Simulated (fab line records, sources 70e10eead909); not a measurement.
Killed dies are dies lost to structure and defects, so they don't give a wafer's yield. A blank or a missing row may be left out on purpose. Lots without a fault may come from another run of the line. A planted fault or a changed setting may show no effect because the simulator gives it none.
Which tool did it? | flow nand_harc | 12 lots, 36 wafers sampled, at 1 step of a route of 1302

WHAT THE GAUGES READ, wafer by wafer
NHARC_P_CONTACT_INSPECT_14.
lot  | measured     | on                | raw_defect_count
L075 | day 6 20:04  | defect_inspect-02 | 4 5 3
L077 | day 7 03:36  | defect_inspect-02 | 2 4 2
L079 | day 7 23:07  | defect_inspect-02 | 2 1 0
L081 | day 9 00:47  | defect_inspect-02 | 7 6 8
L083 | day 10 02:20 | defect_inspect-01 | 2 3 4
L085 | day 10 11:17 | defect_inspect-01 | 3 4 1
L087 | day 11 02:06 | defect_inspect-02 | 2 5 5
L089 | day 12 03:23 | defect_inspect-02 | 1 1 2
L091 | day 13 00:26 | defect_inspect-01 | 4 3 4
L093 | day 14 02:18 | defect_inspect-01 | 3 3 5
L096 | day 14 23:56 | defect_inspect-01 | 3 2 1
L097 | day 15 10:07 | defect_inspect-01 | 7 3 5

WHICH TOOL RAN EACH LOT (tool, then ch and the chambers of the sampled wafers, then the start)
The record holds no process step before these readings.

THE ANSWER, worked out from the rows above alone
Rule: what is usual is taken from the lots themselves. Put in order of their means at a reading, lots are off if they are a third of the lots or fewer, leave a main group of 4 or more, and stand apart from it by a gap of 3 or more times the standard deviation of the main group's means; of several such gaps the widest counts. A main group whose means are all the same, to the digits that the tables above print for the reading, isn't used. A lot without any number at a reading at which 4 lots or more have one is off too. The other lots that the step has rows for count as sound.
No lot is off at any reading shown: from this, nothing can be told.

WHAT THE SIMULATOR HAD PUT IN
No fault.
